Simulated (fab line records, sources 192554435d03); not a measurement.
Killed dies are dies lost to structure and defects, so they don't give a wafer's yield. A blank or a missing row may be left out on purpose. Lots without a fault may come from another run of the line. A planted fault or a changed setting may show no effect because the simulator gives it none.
Problem report in the 8D (eight disciplines) form, filled by code | flow n5_finfet | the parts of the form that need people (team, actions taken, sign-off) are left out

1. THE PROBLEM
killed_at_front_end at N5_PASSIVATION_PROBE_49 reads a mean of 183 on 2 wafers of 2 lots; wafers without a fault read 40 with a standard deviation of 11. That is +13 standard deviations from the usual mean.
First seen on wafer L377.5, day 16 01:10, on prober-02. The record holds 6 wafers of 2 lots with a number at this step. Rule for "out", or "out of limits": more than 4 standard deviations from the usual mean. The other wafers with a number count as sound.

2. WHAT IT IS AND WHAT IT IS NOT
question                    | is                                                                                                       | is not
which readings at this step | killed_at_front_end, defect_limited_yield, killed_dies, sort_bin_5_function, sort_n_pass, sort_yield_pct | killed_at_M0_to_M3, killed_at_M4_up, killed_at_contacts, killed_at_other, sort_bin_6_memory
which lots                  | L377, L379                                                                                               | -
which wafers of those lots  | L377.5, L379.6                                                                                           | L377.2, L377.6, L379.2, L379.3
read on which tools         | prober-02                                                                                                | -
when                        | from day 16 01:10                                                                                        | up to then (1 sound wafer); but 3 sound wafers of L377, L379 came after

3. SUSPECTS, AND WHAT RULES EACH OUT
Counting: a tool at a process step up to the reading stays a suspect if it ran every lot that is out. Sound lots after the first of them don't rule it out here, since some wafers of a struck lot are sound.
- rie_metal-03 at N5_GATE_CUT_VAPOR_ETCH_51 (etches HfO2 in BCl3/Cl2): kept. It ran every lot that is out, first L377 (day 8 04:01).
- prober-02 at N5_PASSIVATION_PROBE_49: kept. It ran every lot that is out, first L377 (day 16 01:01). Its own readings are out on those wafers: defect_limited_yield, killed_at_front_end, killed_dies, sort_bin_5_function, sort_n_pass, sort_yield_pct.
- Within rie_metal-03 at N5_GATE_CUT_VAPOR_ETCH_51: the wafers that are out ran in chamber 0; their sound lot-mates ran in chamber 1.
Left after counting: rie_metal-03 at N5_GATE_CUT_VAPOR_ETCH_51, prober-02 at N5_PASSIVATION_PROBE_49.

4. THE CAUSE (what the simulator had put in)
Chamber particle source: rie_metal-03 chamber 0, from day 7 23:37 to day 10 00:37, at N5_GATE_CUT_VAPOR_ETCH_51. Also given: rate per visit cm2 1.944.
Counting left 2 suspects, and this tool is among them.

5. THE CHAIN OF EFFECTS, in route order
Each row: a reading whose mean over the struck wafers that have a number lies more than 3 standard deviations from the usual. Only readings for which the record gives a usual standard deviation are gone through. hours: the time from each lot's start at the first step in this table that gives one to its start at this step, as a median over the lots. sigmas: the change in usual standard deviations.
hours | step                    | reading              | usual  | on struck wafers | change | sigmas
0     | N5_PASSIVATION_PROBE_49 | defect_limited_yield | 91.3 % | 81.1             | -10.2  | -7.3
0     | N5_PASSIVATION_PROBE_49 | killed_at_front_end  | 40     | 183              | +143   | +13
0     | N5_PASSIVATION_PROBE_49 | killed_dies          | 103    | 223              | +120   | +7.5
0     | N5_PASSIVATION_PROBE_49 | sort_bin_5_function  | 5.1 %  | 10.9             | +5.8   | +6.1
0     | N5_PASSIVATION_PROBE_49 | sort_n_pass          | 1077   | 957              | -120   | -7.5
0     | N5_PASSIVATION_PROBE_49 | sort_yield_pct       | 91.3 % | 81.1             | -10.2  | -7.3
The process steps in it:
- N5_PASSIVATION_PROBE_49

6. WHAT WOULD HAVE CAUGHT IT SOONER
In this record the first reading out of limits was taken at day 16 01:10, 194 hours after the fault began at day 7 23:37.
Of the tool readings at N5_GATE_CUT_VAPOR_ETCH_51 for which the record gives a usual standard deviation, none was out on any struck wafer, so an alarm limit of 4 standard deviations on them would not have fired.
All the lots that are out (2) had begun N5_GATE_CUT_VAPOR_ETCH_51 on rie_metal-03 by day 16 01:10. A hold on the tool at that time would have spared none of them.
